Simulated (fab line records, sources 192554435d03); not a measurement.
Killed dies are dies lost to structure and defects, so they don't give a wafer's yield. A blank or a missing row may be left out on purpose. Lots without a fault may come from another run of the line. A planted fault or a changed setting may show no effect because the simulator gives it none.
Chamber matching | flow n5_finfet | N5_BEOL_M2_ETCH_63 on rie_diel-04: 4 sister chambers
The step etches SiARC in CF4, target depth 15.6 nm, time 26 s. 14 wafers are shown with their chamber, then 7 later ones without.

WAFERS WITH THEIR CHAMBER
wafer  | chamber | drypump_motor_current_A (A) | showerhead_plenum_p_Torr (Torr) | throttle_valve_pct (%)
L074.2 | 3       | 5.7                         | 2.07                            | 15.78
L074.3 | 2       | 5.8                         | 2.17                            | 15.62
L074.6 | 0       | 4.8                         | 2.17                            | 15.33
L075.1 | 0       | 4.7                         | 2.17                            | 15.34
L075.2 | 3       | 5.8                         | 2.07                            | 15.81
L075.5 | 2       | 5.8                         | 2.16                            | 15.62
L077.1 | 2       | 5.8                         | 2.16                            | 15.62
L077.5 | 0       | 4.7                         | 2.17                            | 15.34
L077.6 | 1       | 5.9                         | 2.21                            | 15.37
L083.3 | 3       | 5.8                         | 2.06                            | 15.82
L083.5 | 3       | 5.8                         | 2.06                            | 15.84
L083.6 | 2       | 5.8                         | 2.16                            | 15.64
L087.1 | 1       | 5.9                         | 2.20                            | 15.44
L087.2 | 0       | 4.7                         | 2.16                            | 15.42

SIGNATURES (means of the wafers above)
reading                  | chamber 0 | chamber 1 | chamber 2 | chamber 3 | scatter within a chamber
drypump_motor_current_A  | 4.725     | 5.900     | 5.800     | 5.775     | 0.0387
showerhead_plenum_p_Torr | 2.1675    | 2.2050    | 2.1625    | 2.0650    | 0.00548
throttle_valve_pct       | 15.3575   | 15.4050   | 15.6250   | 15.8125   | 0.0315
Rule: a wafer's distance from a chamber is the root of the sum, over the readings, of the square of ((its reading less the chamber's mean) divided by the reading's scatter). The wafer belongs to the nearest chamber; if the next one is less than 2 further off, it can't be placed. The scatter: the root of (the sum of the squares of (reading less its chamber's mean) over the shown wafers, divided by (wafers less chambers)).

WAFERS WITHOUT THEIR CHAMBER
wafer  | drypump_motor_current_A (A) | showerhead_plenum_p_Torr (Torr) | throttle_valve_pct (%)
L087.3 | 5.8                         | 2.06                            | 15.88
L089.1 | 4.7                         | 2.16                            | 15.42
L089.2 | 5.9                         | 2.20                            | 15.45
L089.3 | 5.8                         | 2.05                            | 15.89
L091.2 | 4.8                         | 2.15                            | 15.43
L091.4 | 5.8                         | 2.05                            | 15.90
L091.6 | 5.9                         | 2.20                            | 15.44

WHICH CHAMBER EACH WENT THROUGH
wafer  | from the rows above | in truth
L087.3 | 3                   | 3
L089.1 | 0                   | 0
L089.2 | 1                   | 1
L089.3 | 3                   | 3
L091.2 | 0                   | 0
L091.4 | 3                   | 3
L091.6 | 1                   | 1
Placed correctly: 7 of 7. Can't be placed from these rows: 0. Placed wrongly: 0.
